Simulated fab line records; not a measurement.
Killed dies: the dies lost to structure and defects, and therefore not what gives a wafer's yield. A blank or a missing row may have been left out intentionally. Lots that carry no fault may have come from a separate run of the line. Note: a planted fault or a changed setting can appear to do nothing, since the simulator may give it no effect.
Split-lot study ; flow n5 finfet ; 39 wafers read across 7 lots, on a route 1938 steps long

== ABOUT THE SPLIT ==
At N5_BEOL_M9_ETCH_62 (etches SOC in N2/H2, target depth 110 nm, overetch 22 nm, time 165 s), the setting time s was moved away from the recipe's 165 s on 9 of the 39 wafers read, by -53.1% to +58.5%. For the rest of the wafers, this setting stayed at what the recipe calls for.

The split's own step is where the reading is taken.

== THE READING ==
SiARC_of_BEOL_M9_COAT_60.thk nm (the simulator's own value, which no gauge read), in nm, at N5_BEOL_M9_ETCH_62 (etches SOC in N2/H2, target depth 110 nm, overetch 22 nm, time 165 s). The file gives no usual value for it. The 30 wafers here that ran the recipe average 23.4 nm, standard deviation 0.18 nm.

wafer;tool, chamber at the split;time s as run, s;against the recipe;SiARC_of_BEOL_M9_COAT_60.thk nm, nm;against lot-mates on the recipe
L074.1;rie diel-05, 2,0,3,2;165;recipe;23.6;-
L074.2;rie diel-05, 2,0,3,2;165;recipe;23.6;-
L074.3;rie diel-05, 2,0,3,2;165;recipe;23.6;-
L074.6;rie diel-05, 2,0,3,2;165;recipe;23.6;-
L074.4;rie diel-05, 1;165;recipe;23.4;-
L074.5;rie diel-05, 3;165;recipe;23.8;-
L084.1;rie diel-04, 2,0,2;165;recipe;23.4;-
L084.4;rie diel-04, 2,0,2;165;recipe;23.4;-
L084.5;rie diel-04, 2,0,2;165;recipe;23.4;-
L084.2;rie diel-04, 1;165;recipe;23.2;-
L084.3;rie diel-04, 3;165;recipe;23.6;-
L084.6;rie diel-04, 3;165;recipe;23.6;-
L083.1;rie diel-03, 3;165;recipe;23.2;-
L083.6;rie diel-03, 3;165;recipe;23.2;-
L083.2;rie diel-03, 1;261.5;+58.5%;19.4;-4.0
L083.3;rie diel-03, 0;165;recipe;23.8;-
L083.4;rie diel-03, 2;261.5;+58.5%;20;-3.4
L083.5;rie diel-03, 0;261.5;+58.5%;20.4;-3.0
L085.1;rie diel-04, 2;165;recipe;23.2;-
L085.2;rie diel-04, 3;129.1;-21.8%;24.8;+1.6
L085.3;rie diel-04, 0;129.1;-21.8%;24.6;+1.4
L085.4;rie diel-04, 1;165;recipe;23;-
L085.5;rie diel-04, 1;129.1;-21.8%;24.4;+1.2
L085.6;rie diel-04, 2;165;recipe;23.4;-
L087.1;rie diel-05, 2,0,2;77.41;-53.1%;27;+3.5
L087.2;rie diel-05, 2,0,2;77.41;-53.1%;27;+3.5
L087.5;rie diel-05, 2,0,2;77.41;-53.1%;27;+3.5
L087.3;rie diel-05, 1;165;recipe;23.4;-
L087.4;rie diel-05, 1;165;recipe;23.4;-
L087.6;rie diel-05, 0;165;recipe;23.6;-
L090.2;rie diel-05, 2;165;recipe;23.6;-
L090.3;rie diel-05, 0,1;165;recipe;23.4;-
L090.5;rie diel-05, 0,1;165;recipe;23.4;-
L094.1;rie diel-04, 1;165;recipe;23.2;-
L094.2;rie diel-04, 3,0,2,0;165;recipe;23.4;-
L094.3;rie diel-04, 3,0,2,0;165;recipe;23.4;-
L094.4;rie diel-04, 3,0,2,0;165;recipe;23.4;-
L094.5;rie diel-04, 3,0,2,0;165;recipe;23.4;-
L094.6;rie diel-04, 3;165;recipe;23.6;-
The file does not say which wafer passed through which chamber wherever a row lists several chambers: such a row stands for several wafers.

FIT RESULTS
A straight line over all 39 wafers: SiARC_of_BEOL_M9_COAT_60.thk nm changes by -0.0624 nm for each +1% of time s; r = -0.99; the points scatter about the line by 0.23 nm.
The same after taking each lot's own level away (the mean of its wafers on the recipe; 39 wafers): -0.0626 nm for each +1%; r = -0.99; scatter 0.2 nm.
According to that fit, moving time s by its largest amount changes the reading by 3.7 nm.
Measured against the standard deviation above, the lots' own levels, which go from 23.20 to 23.60 nm, span 2.2 times it.
So the lot-to-lot level changes the slope little: the two slopes agree.
Check: -3.53 nm against its lot-mates is what the line predicts for one of the wafers moved furthest among these (+58.5%) when that wafer is left out of the fit. Against them it came out at -4 nm.

== THE OTHER SPLITS THESE WAFERS WENT THROUGH ==
Before the reading, these wafers also passed through other splits. Each is held against what the fit with the lots' levels taken away leaves over:
other split on the same wafers;wafers away from the commonest value;r with SiARC_of_BEOL_M9_COAT_60.thk nm (lot level and that fit taken away)
N5_FIN_CUT_CUT_ETCH_15 time s;15;+0.12
N5_MOL_CONTACT_COAG_ALD_133 ald cycles;12;+0.30
N5_BEOL_M2_ETCHBACK_99 time s;18;+0.06
N5_BEOL_M5_TRENCH_ETCH_37 target depth a;18;+0.00

== FILE'S OWN FIT ==
SiARC_of_BEOL_M9_COAT_60.thk nm changes by -0.0627 nm for each +1% of time s, r = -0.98.
